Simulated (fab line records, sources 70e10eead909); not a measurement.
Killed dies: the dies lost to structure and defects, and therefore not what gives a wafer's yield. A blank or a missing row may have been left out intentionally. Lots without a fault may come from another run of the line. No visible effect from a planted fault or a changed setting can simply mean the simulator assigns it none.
Which tool is to blame? / flow nand_harc / Sampling: 10 lots, 30 wafers, 7 of 1302 route steps

== WHAT THE GAUGES SHOWED, per wafer ==
NHARC_P_CONTACT_CD_MEAS_19.
lot=L559; measured=day 8 00:10; on=cd_sem-03; cd_nm (nm)=90.5 93.4 89.2
lot=L560; measured=day 8 04:55; on=cd_sem-01; cd_nm (nm)=88.0 87.3 91.6
lot=L562; measured=day 9 06:38; on=cd_sem-03; cd_nm (nm)=89.9 89.7 89.3
lot=L564; measured=day 10 03:17; on=cd_sem-01; cd_nm (nm)=89.9 93.8 92.0
lot=L565; measured=day 10 11:16; on=cd_sem-03; cd_nm (nm)=89.3 88.0 88.0
lot=L566; measured=day 11 08:14; on=cd_sem-03; cd_nm (nm)=90.0 90.1 88.8
lot=L569; measured=day 11 22:08; on=cd_sem-02; cd_nm (nm)=88.0 89.5 85.5
lot=L571; measured=day 12 20:34; on=cd_sem-03; cd_nm (nm)=86.3 91.8 89.5
lot=L575; measured=day 14 12:05; on=cd_sem-03; cd_nm (nm)=89.3 91.0 88.0
lot=L576; measured=day 15 02:42; on=cd_sem-02; cd_nm (nm)=91.6 87.6 90.8

NHARC_P_M0_CD_MEAS_09: the cd target is 90 nm.
lot=L559; measured=day 8 03:10; on=cd_sem-02; cd_nm (nm)=89.6 88.9 89.7
lot=L560; measured=day 8 08:04; on=cd_sem-03; cd_nm (nm)=89.8 89.4 89.4
lot=L562; measured=day 9 09:46; on=cd_sem-01; cd_nm (nm)=89.0 89.0 89.6
lot=L564; measured=day 10 06:19; on=cd_sem-01; cd_nm (nm)=89.0 89.9 90.2
lot=L565; measured=day 10 14:16; on=cd_sem-03; cd_nm (nm)=86.8 85.8 85.9 86.9 85.8 85.5
lot=L566; measured=day 11 11:22; on=cd_sem-01; cd_nm (nm)=90.4 88.5 88.8
lot=L569; measured=day 12 01:14; on=cd_sem-02; cd_nm (nm)=87.5 86.2 86.1 87.8 86.4 85.9
lot=L571; measured=day 12 23:41; on=cd_sem-03; cd_nm (nm)=87.4 86.7 87.3 87.6 87.2 86.9
lot=L575; measured=day 14 15:06; on=cd_sem-03; cd_nm (nm)=90.3 89.1 90.9
lot=L576; measured=day 15 05:49; on=cd_sem-02; cd_nm (nm)=88.4 89.6 89.6

NHARC_P_M0_CD_MEAS_16.
lot=L559; measured=day 8 03:38; on=cd_sem-01; cd_nm (nm)=88.8 88.0 89.5
lot=L560; measured=day 8 08:35; on=cd_sem-03; cd_nm (nm)=89.8 89.4 87.1
lot=L562; measured=day 9 10:14; on=cd_sem-01; cd_nm (nm)=89.0 87.7 89.5
lot=L564; measured=day 10 06:48; on=cd_sem-03; cd_nm (nm)=88.6 88.7 88.7
lot=L565; measured=day 10 16:46; on=cd_sem-03; cd_nm (nm)=84.8 86.5 84.9 85.1 86.7 85.1
lot=L566; measured=day 11 11:52; on=cd_sem-02; cd_nm (nm)=89.0 87.9 88.8
lot=L569; measured=day 12 05:14; on=cd_sem-03; cd_nm (nm)=87.1 85.0 85.5 87.2 85.1 86.1
lot=L571; measured=day 13 00:35; on=cd_sem-03; cd_nm (nm)=87.3 86.0 87.4
lot=L575; measured=day 14 15:35; on=cd_sem-03; cd_nm (nm)=90.3 89.1 91.1
lot=L576; measured=day 15 06:25; on=cd_sem-02; cd_nm (nm)=87.4 89.9 88.5

NHARC_END_SORT_01.
lot=L559; measured=day 27 02:59; on=prober-02; defect_limited_yield (%)=93 93 94; killed_at_array=46 46 41; killed_at_other=1 2 0; killed_at_periphery=0 2 1; killed_dies=47 50 42; killed_open=2 5 1; killed_short=1 2 4
lot=L565; measured=day 29 18:49; on=prober-02; defect_limited_yield (%)=89 89 88; killed_at_array=68 69 75; killed_at_other=3 2 0; killed_at_periphery=3 3 7; killed_dies=74 74 82; killed_open=2 2 2; killed_short=5 1 1
lot=L571; measured=day 31 00:04; on=prober-01; defect_limited_yield (%)=95 94 95; killed_at_array=31 32 28; killed_at_other=4 1 1; killed_at_periphery=1 7 2; killed_dies=36 40 31; killed_open=1 0 1; killed_short=3 4 6

== TOOL THAT RAN EACH LOT (tool first, then ch and the chambers of the sampled wafers, then the start) ==
lot=L559; NHARC_P_CONTACT_DESCUM_17=rie_diel-03 ch 1,2,3, day 7 23:17; NHARC_P_CONTACT_STRIP_28=rie_diel-07 ch 1,2,3, day 8 00:16; NHARC_P_M0_EXPOSE_06=arfi_scanner-03 ch 0, day 8 03:01
lot=L560; NHARC_P_CONTACT_DESCUM_17=rie_diel-03 ch 0,2,3, day 8 04:02; NHARC_P_CONTACT_STRIP_28=rie_diel-03 ch 0,1,3, day 8 04:59; NHARC_P_M0_EXPOSE_06=arfi_scanner-02 ch 0, day 8 07:55
lot=L562; NHARC_P_CONTACT_DESCUM_17=rie_diel-13 ch 2,3, day 9 05:17; NHARC_P_CONTACT_STRIP_28=rie_diel-07 ch 0,1,2, day 9 06:44; NHARC_P_M0_EXPOSE_06=arfi_scanner-03 ch 0, day 9 09:37
lot=L564; NHARC_P_CONTACT_DESCUM_17=rie_diel-03 ch 0,1,2, day 10 02:25; NHARC_P_CONTACT_STRIP_28=rie_diel-07 ch 0,1,3, day 10 03:25; NHARC_P_M0_EXPOSE_06=arfi_scanner-03 ch 0, day 10 06:11
lot=L565; NHARC_P_CONTACT_DESCUM_17=rie_diel-13 ch 0,3, day 10 10:24; NHARC_P_CONTACT_STRIP_28=rie_diel-07 ch 0,1,2, day 10 11:22; NHARC_P_M0_EXPOSE_06=arfi_scanner-03 ch 0, day 10 14:07
lot=L566; NHARC_P_CONTACT_DESCUM_17=rie_diel-07 ch 0,1,3, day 11 07:22; NHARC_P_CONTACT_STRIP_28=rie_diel-13 ch 1,2, day 11 08:20; NHARC_P_M0_EXPOSE_06=arfi_scanner-01 ch 0, day 11 11:14
lot=L569; NHARC_P_CONTACT_DESCUM_17=rie_diel-13 ch 1,2,3, day 11 21:17; NHARC_P_CONTACT_STRIP_28=rie_diel-07 ch 0,2,3, day 11 22:14; NHARC_P_M0_EXPOSE_06=arfi_scanner-03 ch 0, day 12 01:07
lot=L571; NHARC_P_CONTACT_DESCUM_17=rie_diel-07 ch 0,1,2, day 12 19:43; NHARC_P_CONTACT_STRIP_28=rie_diel-07 ch 0,1,3, day 12 20:39; NHARC_P_M0_EXPOSE_06=arfi_scanner-03 ch 0, day 12 23:32
lot=L575; NHARC_P_CONTACT_DESCUM_17=rie_diel-03 ch 0,1,2, day 14 11:13; NHARC_P_CONTACT_STRIP_28=rie_diel-13 ch 0,2,3, day 14 12:10; NHARC_P_M0_EXPOSE_06=arfi_scanner-02 ch 0, day 14 14:58
lot=L576; NHARC_P_CONTACT_DESCUM_17=rie_diel-13 ch 0,1,3, day 15 01:50; NHARC_P_CONTACT_STRIP_28=rie_diel-13 ch 0,1,2, day 15 02:46; NHARC_P_M0_EXPOSE_06=arfi_scanner-01 ch 0, day 15 05:40
- NHARC_P_CONTACT_DESCUM_17: chemistry O2, time 3 s.
- NHARC_P_CONTACT_STRIP_28: strips in O2.
- NHARC_P_M0_EXPOSE_06: exposes mask P M0, target cd 90 nm.

== AS READ BY THE TOOLS THEMSELVES (means over the sampled wafers that have a number; for cases with no such wafer, the mark the record gives instead) ==
NHARC_P_CONTACT_DESCUM_17.
lot=L559; tool=rie_diel-03; chamber_pressure_mTorr (mTorr)=60.04; drypump_motor_current_A (A)=5.9; oes_product_au (a.u.)=1.006; rf_vpp_V (V)=58.1; showerhead_plenum_p_Torr (Torr)=1.97; throttle_valve_pct (%)=11.308
lot=L560; tool=rie_diel-03; chamber_pressure_mTorr (mTorr)=60.00; drypump_motor_current_A (A)=5.7; oes_product_au (a.u.)=1.007; rf_vpp_V (V)=58.5; showerhead_plenum_p_Torr (Torr)=1.99; throttle_valve_pct (%)=11.314
lot=L562; tool=rie_diel-13; chamber_pressure_mTorr (mTorr)=60.01; drypump_motor_current_A (A)=6.3; oes_product_au (a.u.)=0.993; rf_vpp_V (V)=57.7; showerhead_plenum_p_Torr (Torr)=1.84; throttle_valve_pct (%)=11.314
lot=L564; tool=rie_diel-03; chamber_pressure_mTorr (mTorr)=60.03; drypump_motor_current_A (A)=5.5; oes_product_au (a.u.)=1.010; rf_vpp_V (V)=58.5; showerhead_plenum_p_Torr (Torr)=1.94; throttle_valve_pct (%)=11.315
lot=L565; tool=rie_diel-13; chamber_pressure_mTorr (mTorr)=59.97; drypump_motor_current_A (A)=6.2; oes_product_au (a.u.)=0.992; rf_vpp_V (V)=57.1; showerhead_plenum_p_Torr (Torr)=1.83; throttle_valve_pct (%)=11.304
lot=L566; tool=rie_diel-07; chamber_pressure_mTorr (mTorr)=60.00; drypump_motor_current_A (A)=5.6; oes_product_au (a.u.)=1.011; rf_vpp_V (V)=57.8; showerhead_plenum_p_Torr (Torr)=1.87; throttle_valve_pct (%)=11.309
lot=L569; tool=rie_diel-13; chamber_pressure_mTorr (mTorr)=59.97; drypump_motor_current_A (A)=6.3; oes_product_au (a.u.)=1.000; rf_vpp_V (V)=57.6; showerhead_plenum_p_Torr (Torr)=1.85; throttle_valve_pct (%)=11.307
lot=L571; tool=rie_diel-07; chamber_pressure_mTorr (mTorr)=60.01; drypump_motor_current_A (A)=5.7; oes_product_au (a.u.)=1.006; rf_vpp_V (V)=56.8; showerhead_plenum_p_Torr (Torr)=1.87; throttle_valve_pct (%)=11.321
lot=L575; tool=rie_diel-03; chamber_pressure_mTorr (mTorr)=59.99; drypump_motor_current_A (A)=5.5; oes_product_au (a.u.)=1.006; rf_vpp_V (V)=57.3; showerhead_plenum_p_Torr (Torr)=1.94; throttle_valve_pct (%)=11.316
lot=L576; tool=rie_diel-13; chamber_pressure_mTorr (mTorr)=59.98; drypump_motor_current_A (A)=6.2; oes_product_au (a.u.)=1.003; rf_vpp_V (V)=57.1; showerhead_plenum_p_Torr (Torr)=1.84; throttle_valve_pct (%)=11.305

NHARC_P_CONTACT_STRIP_28.
lot=L559; tool=rie_diel-07; chamber_pressure_mTorr (mTorr)=60.03; drypump_motor_current_A (A)=5.7; oes_product_au (a.u.)=1.008; rf_vpp_V (V)=58.3; showerhead_plenum_p_Torr (Torr)=3.61; throttle_valve_pct (%)=17.031
lot=L560; tool=rie_diel-03; chamber_pressure_mTorr (mTorr)=59.97; drypump_motor_current_A (A)=5.9; oes_product_au (a.u.)=1.004; rf_vpp_V (V)=58.2; showerhead_plenum_p_Torr (Torr)=3.65; throttle_valve_pct (%)=17.027
lot=L562; tool=rie_diel-07; chamber_pressure_mTorr (mTorr)=60.00; drypump_motor_current_A (A)=5.7; oes_product_au (a.u.)=1.003; rf_vpp_V (V)=56.6; showerhead_plenum_p_Torr (Torr)=3.46; throttle_valve_pct (%)=17.039
lot=L564; tool=rie_diel-07; chamber_pressure_mTorr (mTorr)=60.01; drypump_motor_current_A (A)=5.7; oes_product_au (a.u.)=1.006; rf_vpp_V (V)=58.2; showerhead_plenum_p_Torr (Torr)=3.46; throttle_valve_pct (%)=17.036
lot=L565; tool=rie_diel-07; chamber_pressure_mTorr (mTorr)=59.98; drypump_motor_current_A (A)=5.7; oes_product_au (a.u.)=1.007; rf_vpp_V (V)=57.3; showerhead_plenum_p_Torr (Torr)=3.46; throttle_valve_pct (%)=17.035
lot=L566; tool=rie_diel-13; chamber_pressure_mTorr (mTorr)=59.94; drypump_motor_current_A (A)=6.3; oes_product_au (a.u.)=0.994; rf_vpp_V (V)=57.4; showerhead_plenum_p_Torr (Torr)=3.45; throttle_valve_pct (%)=17.041
lot=L569; tool=rie_diel-07; chamber_pressure_mTorr (mTorr)=60.00; drypump_motor_current_A (A)=6.1; oes_product_au (a.u.)=1.013; rf_vpp_V (V)=57.7; showerhead_plenum_p_Torr (Torr)=3.59; throttle_valve_pct (%)=17.038
lot=L571; tool=rie_diel-07; chamber_pressure_mTorr (mTorr)=60.01; drypump_motor_current_A (A)=5.6; oes_product_au (a.u.)=1.003; rf_vpp_V (V)=57.7; showerhead_plenum_p_Torr (Torr)=3.45; throttle_valve_pct (%)=17.033
lot=L575; tool=rie_diel-13; chamber_pressure_mTorr (mTorr)=60.00; drypump_motor_current_A (A)=6.1; oes_product_au (a.u.)=0.995; rf_vpp_V (V)=57.5; showerhead_plenum_p_Torr (Torr)=3.46; throttle_valve_pct (%)=17.040
lot=L576; tool=rie_diel-13; chamber_pressure_mTorr (mTorr)=59.97; drypump_motor_current_A (A)=6.0; oes_product_au (a.u.)=0.998; rf_vpp_V (V)=57.1; showerhead_plenum_p_Torr (Torr)=3.49; throttle_valve_pct (%)=17.035

NHARC_P_M0_EXPOSE_06.
lot=L559 tool=arfi_scanner-03 exposure_dose_mJ_cm2=81.22
lot=L560 tool=arfi_scanner-02 exposure_dose_mJ_cm2=81.17
lot=L562 tool=arfi_scanner-03 exposure_dose_mJ_cm2=81.22
lot=L564 tool=arfi_scanner-03 exposure_dose_mJ_cm2=81.11
lot=L565 tool=arfi_scanner-03 exposure_dose_mJ_cm2=76.02
lot=L566 tool=arfi_scanner-01 exposure_dose_mJ_cm2=81.23
lot=L569 tool=arfi_scanner-03 exposure_dose_mJ_cm2=76.98
lot=L571 tool=arfi_scanner-03 exposure_dose_mJ_cm2=77.94
lot=L575 tool=arfi_scanner-02 exposure_dose_mJ_cm2=81.11
lot=L576 tool=arfi_scanner-01 exposure_dose_mJ_cm2=81.26

== THE ANSWER, worked out from the rows above alone ==
Rule: what is usual is taken from the lots themselves. The widest of any qualifying gaps counts: lots, ordered by their means at a reading, are off when they make up no more than a third of the lots, leave a main group of 4 or more, and stand apart from it by 3 or more times the standard deviation of that group's means. The tables above print the reading to a certain number of digits; a main group whose means all agree to those digits is not used. Also off: a lot with no number at a reading for which 4 or more lots have one. Any other lot the step has rows for is counted as sound. Order of review: gauges by route order, followed by the tools' own readings, for which a lot's mean as printed above is used. At the first step where some lot is off, the reading lying furthest off is the one used; lots without a number count as furthest.
Off, at NHARC_P_M0_CD_MEAS_09 on cd_nm: L565, L569, L571. Mean 89.5 nm and standard deviation 0.31 in the main group.
If a tool, at a process step before that reading, ran all the lots that are off and no sound lot after the first of them, it fits. The gauges at NHARC_P_M0_CD_MEAS_09 aren't tried: what is off there is off at NHARC_P_M0_EXPOSE_06 too, on other tools, and a gauge's error can't cause that. This does not decide it: 2 tools fit, namely rie_diel-07 at NHARC_P_CONTACT_STRIP_28 and arfi_scanner-03 at NHARC_P_M0_EXPOSE_06.

== WHAT HAD BEEN PUT IN BY THE SIMULATOR ==
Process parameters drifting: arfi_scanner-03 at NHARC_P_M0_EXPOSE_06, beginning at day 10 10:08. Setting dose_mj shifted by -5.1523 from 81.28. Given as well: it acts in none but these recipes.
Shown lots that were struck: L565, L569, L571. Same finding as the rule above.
